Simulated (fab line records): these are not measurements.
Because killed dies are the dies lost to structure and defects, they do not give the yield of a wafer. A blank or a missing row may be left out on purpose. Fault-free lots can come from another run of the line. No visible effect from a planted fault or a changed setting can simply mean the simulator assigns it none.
A lot that was struck, set against a sound lot | flow n5Finfet | 16 steps out of a route of 1938
Sound: wafers L965.1, L965.5, L965.6. Wafers struck: L985.3, L985.5, L985.6. Last of all comes the cause.
Per side, at each step with rows, come the tool, then ch with its chambers, and then its first start. Under that, the readings that differ: sound wafers | struck wafers | difference of the means | sigmas: that difference in standard deviations of wafers without a fault.
alike: readings whose means differ by less than 2 such deviations, and words and numbers that are the same on both sides. not compared: withheld readings, readings that some wafer has no value for, bounds like >300 that may hide the same value, and numbers for which the record gives no deviation and whose values overlap.
Wherever a step has rows on one side only, a row that says differs or no value, or a row with sigmas, the two part there. Numbers that have no deviation but don't overlap get no sigmas and don't part them. A reading missing from all wafers of one side parts the sides only when that side holds two or more wafers.

N5_WELL_APT_DESCUM_30: chemistry O2, time 7.9 s.
  sound on rieDiel-02 ch 0,2,3, day 1 15:02; struck on rieDiel-03 ch 0,2,3, day 6 15:01
  alike: drypumpMotorCurrentA, oesProductAu, rfVppV, showerheadPlenumPTorr, throttleValvePct
  not compared: rfHoursCounterH
then, 3 steps without rows for these wafers: N5_WELL_APT_IMPLANT_31; N5_WELL_APT_IMPLANT_32; N5_WELL_APT_STRIP_33 (strips in SPM, time 900 s).
N5_WELL_APT_RTA_34: time 10 s.
  sound on rtpAnneal-02 ch 0, day 1 15:47; struck on rtpAnneal-02 ch 0, day 6 15:49
  alike: lampPowerPct, lamp_zone_7_pct, wafer_temp_C_max
then, 4 steps without rows for these wafers: N5_WELL_APT_OXIDE_STRIP_42 (strips SiO2 in dHF, time 45 s, target depth 12 nm); N5_WELL_APT_PRECLEAN_36 (cleans in O3/DIW, time 45 s); N5_WELL_APT_PRECLEAN_39 (cleans in dHF, time 60 s); N5_WELL_APT_SRD_37 (time 30 s).
N5_WELL_APT_EPI_41: deposits Si from SiH4/H2, target thk 50 nm, time 297.7 s.
  sound on epiRpcvd-04 ch 0, day 1 16:02; struck on epiRpcvd-02 ch 0, day 6 16:13
  alike: throttleValvePct
N5_WELL_APT_INSPECT_38: inspects for defects (darkfield).
  sound on defectInspect-01, day 1 16:40; struck on defectInspect-01, day 6 16:39
  alike: rawDefectCount
N5_PMOS_HMC_CHANNEL_EPI_HM_DEP_34: deposits SiO2 from TEOS/O2, target thk 36 nm, time 6.9 s.
  sound on pecvd-02 ch 0,1,2, day 1 16:43; struck on pecvd-04 ch 0,2, day 6 16:41
  alike: heaterPowerW, showerheadPlenumPTorr, throttleValvePct
N5_PMOS_HMC_CHANNEL_EPI_COAT_31: time 60 s, resist thk 66 nm.
  sound on lithoTrack-04 ch 0, day 1 16:46; struck on lithoTrack-04 ch 0, day 6 16:44
reading               | sound                | struck               | difference | sigmas
heaterPowerTotalW (W) | 393.1 391.5 392.9    | 406.3 401.6 406.2    | +12.2      | +9
plateTempC (C)        | 204.84 204.95 204.84 | 210.35 210.01 210.38 | +5.37      | +32
  alike: dispensePressureKPa
then, 1 step without rows for these wafers: N5_PMOS_HMC_CHANNEL_EPI_COAT_03 (resist thk 205 nm).
-- record jumps: 9 days separate the struck wafers' starts on either side; left off in module PMOS_HMC_CHANNEL_EPI, taken up again in module BEOL_M4, whose first shown step is the route's number 1111 --
N5_BEOL_M4_RC_MEAS_101:
  sound on prober-01 ch 0, day 9 21:32; struck on prober-02 ch 0, day 15 09:49
  alike: DIBL_N, DIBL_P, IOFF_N, IOFF_P, ION_N, ION_P, SS_N, SS_P, VT_N, VT_P
-- record jumps: 4 days separate the struck wafers' starts on either side; left off in module BEOL_M4, taken up again in module PASSIVATION, whose first shown step is the route's number 1936 --
N5_PASSIVATION_PROBE_49:
  only the struck wafers here have rows in the record (prober-02, day 19 21:19); the sound ones have none

== WHERE THEY PART ==
At N5_PMOS_HMC_CHANNEL_EPI_COAT_31 first; at N5_PASSIVATION_PROBE_49 last (within this record only).

WHY: the cause the simulator had injected
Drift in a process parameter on lithoTrack-04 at N5_PMOS_HMC_CHANNEL_EPI_COAT_31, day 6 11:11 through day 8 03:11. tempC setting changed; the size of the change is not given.
